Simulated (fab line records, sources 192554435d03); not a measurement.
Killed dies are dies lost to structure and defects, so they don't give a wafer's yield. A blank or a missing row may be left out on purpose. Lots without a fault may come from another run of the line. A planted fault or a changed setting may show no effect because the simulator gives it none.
Split-lot experiment | flow n5_finfet | 7 lots, 39 wafers read, on a route of 1938 steps

THE SPLIT
At N5_DUMMY_GATE_ETCH_31 (etches SiO2 in C4F6/O2, target depth 82.5 nm, time 27.5 s), the setting target_depth_a was moved away from the recipe's 825 angstrom on 9 of the 39 wafers read, by -8.0% to +5.0%. The other wafers ran this setting at the recipe's value.

The reading is taken at the split's own step.

THE READING
etch.depth_nm (the simulator's own value, which no gauge read), in nm, at N5_DUMMY_GATE_ETCH_31 (etches SiO2 in C4F6/O2, target depth 82.5 nm, time 27.5 s). The file gives no usual value for it. The 30 wafers here that ran the recipe average 81.60 nm, standard deviation 1 nm.

wafer  | tool, chamber at the split | target_depth_a as run, angstrom | against the recipe | etch.depth_nm, nm | against lot-mates on the recipe
L077.1 | rie_diel-03, 3             | 825                             | recipe             | 81.49             | -
L077.2 | rie_diel-03, 0             | 825                             | recipe             | 82.3              | -
L077.3 | rie_diel-03, 2             | 825                             | recipe             | 82.11             | -
L077.4 | rie_diel-03, 1             | 825                             | recipe             | 82.31             | -
L077.5 | rie_diel-03, 3             | 825                             | recipe             | 81.89             | -
L077.6 | rie_diel-03, 2             | 825                             | recipe             | 82.14             | -
L081.1 | rie_diel-06, 3             | 866.6                           | +5.0%              | 85.2              | +3.73
L081.2 | rie_diel-06, 2             | 825                             | recipe             | 81.07             | -
L081.3 | rie_diel-06, 3             | 866.6                           | +5.0%              | 84.7              | +3.23
L081.4 | rie_diel-06, 2             | 866.6                           | +5.0%              | 85.9              | +4.43
L081.5 | rie_diel-06, 2             | 825                             | recipe             | 81.27             | -
L081.6 | rie_diel-06, 3             | 825                             | recipe             | 82.07             | -
L082.1 | rie_diel-03, 2             | 825                             | recipe             | 80.53             | -
L082.2 | rie_diel-03, 3             | 825                             | recipe             | 80.07             | -
L082.3 | rie_diel-03, 1             | 825                             | recipe             | 80.45             | -
L082.4 | rie_diel-03, 0             | 825                             | recipe             | 80.51             | -
L082.5 | rie_diel-03, 1             | 825                             | recipe             | 80.13             | -
L082.6 | rie_diel-03, 2             | 825                             | recipe             | 79.92             | -
L089.1 | rie_diel-06, 3             | 786.1                           | -4.7%              | 77.73             | -3.92
L089.2 | rie_diel-06, 0             | 825                             | recipe             | 81.17             | -
L089.3 | rie_diel-06, 1             | 786.1                           | -4.7%              | 80.17             | -1.48
L089.4 | rie_diel-06, 2             | 825                             | recipe             | 82.27             | -
L089.5 | rie_diel-06, 3             | 786.1                           | -4.7%              | 78.37             | -3.28
L089.6 | rie_diel-06, 0             | 825                             | recipe             | 81.51             | -
L090.1 | rie_diel-06, 1             | 825                             | recipe             | 82.63             | -
L090.2 | rie_diel-06, 3             | 825                             | recipe             | 81.89             | -
L090.3 | rie_diel-06, 0             | 825                             | recipe             | 81.1              | -
L090.4 | rie_diel-06, 2             | 825                             | recipe             | 81.56             | -
L090.5 | rie_diel-06, 3             | 825                             | recipe             | 80.8              | -
L090.6 | rie_diel-06, 2             | 825                             | recipe             | 81.08             | -
L092.1 | rie_diel-03, 0             | 758.9                           | -8.0%              | 76.12             | -5.54
L092.2 | rie_diel-03, 2             | 825                             | recipe             | 82.09             | -
L092.3 | rie_diel-03, 3             | 758.9                           | -8.0%              | 74.39             | -7.27
L092.4 | rie_diel-03, 1             | 825                             | recipe             | 81.52             | -
L092.5 | rie_diel-03, 1             | 758.9                           | -8.0%              | 75.02             | -6.64
L092.6 | rie_diel-03, 2             | 825                             | recipe             | 81.38             | -
L095.1 | rie_diel-02, 3             | 825                             | recipe             | 85.33             | -
L095.4 | rie_diel-02, 1             | 825                             | recipe             | 82.77             | -
L095.5 | rie_diel-02, 1             | 825                             | recipe             | 82.52             | -

THE FIT
A straight line over all 39 wafers: etch.depth_nm changes by +0.746 nm for each +1% of target_depth_a; r = +0.90; the points scatter about the line by 1 nm.
The same after taking each lot's own level away (the mean of its wafers on the recipe; 39 wafers): +0.759 nm for each +1%; r = +0.96; scatter 0.67 nm.
On that fit, the largest move of target_depth_a shifts the reading by 6.1 nm.
The lots' own levels span 80.268 to 83.540 nm, that is 3.1 times the standard deviation above.
So the lot-to-lot level changes the slope little: the two slopes agree.
Check: with one of the wafers moved furthest among these (-8.0%) left out of the fit, the line predicts -6.19 nm for it against its lot-mates. It came out at -5.54 nm against them.

OTHER SPLITS ON THESE WAFERS
These wafers also went through other splits before the reading. Each is held against what the fit with the lots' levels taken away leaves over:
other split on the same wafers | wafers away from the commonest value | r with etch.depth_nm (lot level and that fit taken away)
N5_DUMMY_GATE_ETCH_37 source_w | 15                                   | +0.14

THE FILE'S OWN FIT
etch.depth_nm changes by +0.758 nm for each +1% of target_depth_a, r = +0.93.
